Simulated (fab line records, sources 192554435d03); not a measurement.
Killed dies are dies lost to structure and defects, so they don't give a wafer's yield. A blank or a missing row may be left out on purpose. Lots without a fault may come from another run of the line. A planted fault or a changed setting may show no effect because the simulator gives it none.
Split-lot experiment | flow n5_finfet | 7 lots, 21 wafers read, on a route of 1938 steps

THE SPLIT
At N5_BEOL_M2_DEP_57 (deposits SiCN from 3MS/NH3, target thk 8 nm, time 14 s), the setting time_s was moved away from the recipe's 14 s on 5 of the 21 wafers read, by -11.0% to +7.6%. The other wafers ran this setting at the recipe's value.

The reading is taken at the split's own step.

THE READING
SiCN_of_BEOL_M2_DEP_57.thk_nm (the simulator's own value, which no gauge read), in nm, at N5_BEOL_M2_DEP_57 (deposits SiCN from 3MS/NH3, target thk 8 nm, time 14 s). The file gives no usual value for it. The 16 wafers here that ran the recipe average 8.0 nm, standard deviation 0.14 nm.

wafer  | tool, chamber at the split | time_s as run, s | against the recipe | SiCN_of_BEOL_M2_DEP_57.thk_nm, nm | against lot-mates on the recipe
L079.2 | pecvd-03, 0,2              | 14               | recipe             | 8                                 | -
L079.5 | pecvd-03, 0,2              | 14               | recipe             | 8                                 | -
L079.6 | pecvd-03, 0                | 12.59            | -10.1%             | 7.2                               | -0.8
L081.1 | pecvd-03, 0                | 14               | recipe             | 8                                 | -
L081.3 | pecvd-03, 2                | 15.06            | +7.6%              | 8.8                               | +0.7
L081.5 | pecvd-03, 0                | 14               | recipe             | 8.2                               | -
L084.2 | pecvd-04, 1,2,1            | 14               | recipe             | 8                                 | -
L084.5 | pecvd-04, 1,2,1            | 14               | recipe             | 8                                 | -
L084.6 | pecvd-04, 1,2,1            | 14               | recipe             | 8                                 | -
L083.1 | pecvd-03, 1,2              | 14               | recipe             | 8.2                               | -
L083.4 | pecvd-03, 1,2              | 14               | recipe             | 8.2                               | -
L083.3 | pecvd-03, 0                | 12.46            | -11.0%             | 7.2                               | -1.0
L091.2 | pecvd-04, 0                | 14               | recipe             | 7.8                               | -
L091.4 | pecvd-04, 1,2              | 14               | recipe             | 8.2                               | -
L091.6 | pecvd-04, 1,2              | 14               | recipe             | 8.2                               | -
L094.1 | pecvd-02, 0,2              | 14               | recipe             | 8                                 | -
L094.2 | pecvd-02, 0,2              | 14               | recipe             | 8                                 | -
L094.3 | pecvd-02, 1                | 12.6             | -10.0%             | 7.2                               | -0.8
L095.1 | pecvd-02, 0                | 13.31            | -4.9%              | 7.8                               | +0.0
L095.2 | pecvd-02, 1,2              | 14               | recipe             | 7.8                               | -
L095.3 | pecvd-02, 1,2              | 14               | recipe             | 7.8                               | -
Where a row lists several chambers, the file gives one row for several wafers and doesn't say which wafer went through which chamber.

THE FIT
A straight line over all 21 wafers: SiCN_of_BEOL_M2_DEP_57.thk_nm changes by +0.0821 nm for each +1% of time_s; r = +0.93; the points scatter about the line by 0.14 nm.
The same after taking each lot's own level away (the mean of its wafers on the recipe; 21 wafers): +0.0815 nm for each +1%; r = +0.94; scatter 0.13 nm.
On that fit, the largest move of time_s shifts the reading by 0.9 nm.
The lots' own levels span 7.80 to 8.20 nm, that is 2.9 times the standard deviation above.
So the lot-to-lot level changes the slope little: the two slopes agree.
Check: with one of the wafers moved furthest among these (-11.0%) left out of the fit, the line predicts -0.823 nm for it against its lot-mates. It came out at -1 nm against them.

OTHER SPLITS ON THESE WAFERS
These wafers also went through other splits before the reading. Each is held against what the fit with the lots' levels taken away leaves over:
other split on the same wafers | wafers away from the commonest value | r with SiCN_of_BEOL_M2_DEP_57.thk_nm (lot level and that fit taken away)
N5_BEOL_M1_COAT_61 spin_rpm    | 6                                    | +0.12

THE FILE'S OWN FIT
SiCN_of_BEOL_M2_DEP_57.thk_nm changes by +0.0801 nm for each +1% of time_s, r = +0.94.
